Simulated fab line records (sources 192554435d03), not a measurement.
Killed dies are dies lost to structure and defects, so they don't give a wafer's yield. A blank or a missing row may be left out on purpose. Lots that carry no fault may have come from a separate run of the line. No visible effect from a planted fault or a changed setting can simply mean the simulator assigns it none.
Which tool is to blame? :: flow n5-finfet :: Sampling: 11 lots, 33 wafers, 2 of 1938 route steps

WHAT THE GAUGES READ, wafer by wafer
N5_BEOL_M14_RS_MEAS_54: uses a four-point probe to measure. Usual: for M14_RS the level is 0.0333 ohm/sq and the standard deviation is 0.00078.
lot: L609
measured: day 11 05:26
on: film-metro-01
M14_RS (ohm/sq): 0.0331 0.0321 0.0330
flag: 

lot: L611
measured: day 11 19:14
on: film-metro-02
M14_RS (ohm/sq): 0.0335 0.0325 0.0330
flag: 

lot: L612
measured: day 11 20:27
on: film-metro-02
M14_RS (ohm/sq): 0.0333 0.0328 0.0336
flag: 

lot: L613
measured: day 12 01:01
on: film-metro-01
M14_RS (ohm/sq): 0.0345 0.0323 0.0322
flag: 

lot: L614
measured: day 12 10:27
on: film-metro-01
M14_RS (ohm/sq): 0.0338 0.0337 0.0326
flag: 

lot: L618
measured: day 13 22:45
on: film-metro-02
M14_RS (ohm/sq): 0.0331 0.0323 0.0339
flag: 

lot: L620
measured: day 14 07:38
on: film-metro-02
M14_RS (ohm/sq): 0.0322 0.0334 0.0341
flag: 

lot: L621
measured: day 14 13:49
on: film-metro-02
M14_RS (ohm/sq): 0.0328 0.0336 0.0347
flag: 

lot: L629
measured: day 16 06:20
on: film-metro-02
M14_RS (ohm/sq): 0.0326 0.0322 0.0333
flag: 

lot: L628
measured: day 16 09:03
on: film-metro-01
M14_RS (ohm/sq): 0.0334 0.0330 0.0320
flag: 

lot: L630
measured: day 17 00:10
on: film-metro-02
M14_RS (ohm/sq): 0.0328 0.0335 0.0336
flag: 

WHICH TOOL RAN EACH LOT (tool, then ch and the chambers of the sampled wafers, then the start)
lot: L609
N5_BEOL_M10_ECD_50: ecd-cu-02 ch 0,1, day 9 23:10

lot: L611
N5_BEOL_M10_ECD_50: ecd-cu-02 ch 0,1, day 10 06:52

lot: L612
N5_BEOL_M10_ECD_50: ecd-cu-02 ch 0, day 10 16:31

lot: L613
N5_BEOL_M10_ECD_50: ecd-cu-02 ch 0,1, day 10 16:45

lot: L614
N5_BEOL_M10_ECD_50: ecd-cu-02 ch 1, day 10 23:41

lot: L618
N5_BEOL_M10_ECD_50: ecd-cu-01 ch 0,1, day 12 20:17

lot: L620
N5_BEOL_M10_ECD_50: ecd-cu-01 ch 1, day 13 06:10

lot: L621
N5_BEOL_M10_ECD_50: ecd-cu-01 ch 0,1, day 13 09:57

lot: L629
N5_BEOL_M10_ECD_50: ecd-cu-02 ch 0,1, day 14 22:46

lot: L628
N5_BEOL_M10_ECD_50: ecd-cu-02 ch 0, day 15 04:48

lot: L630
N5_BEOL_M10_ECD_50: ecd-cu-02 ch 0,1, day 15 23:28
- N5_BEOL_M10_ECD_50: material Cu, target thk 318 nm.

WHAT THE TOOLS THEMSELVES READ (means of the sampled wafers that have a number; where no wafer has one, the mark that the record gives instead)
The record holds no such reading with a usual standard deviation.

THE ANSWER, worked out from the rows above alone
Rule: a lot is off if the mean of its wafers that have a number lies more than 3 standard deviations from the usual mean. Also off: a lot with no number at a reading for which 4 or more lots have one. All remaining lots with rows at the step are treated as sound. After the gauges, taken in route order, come the tools' own readings; for these a lot's mean is taken, as printed above. At the first step where some lot is off, the reading lying furthest off is the one used; lots without a number count as furthest.
Nothing can be told from this: no lot is off at any reading shown.

WHAT THE SIMULATOR HAD PUT IN
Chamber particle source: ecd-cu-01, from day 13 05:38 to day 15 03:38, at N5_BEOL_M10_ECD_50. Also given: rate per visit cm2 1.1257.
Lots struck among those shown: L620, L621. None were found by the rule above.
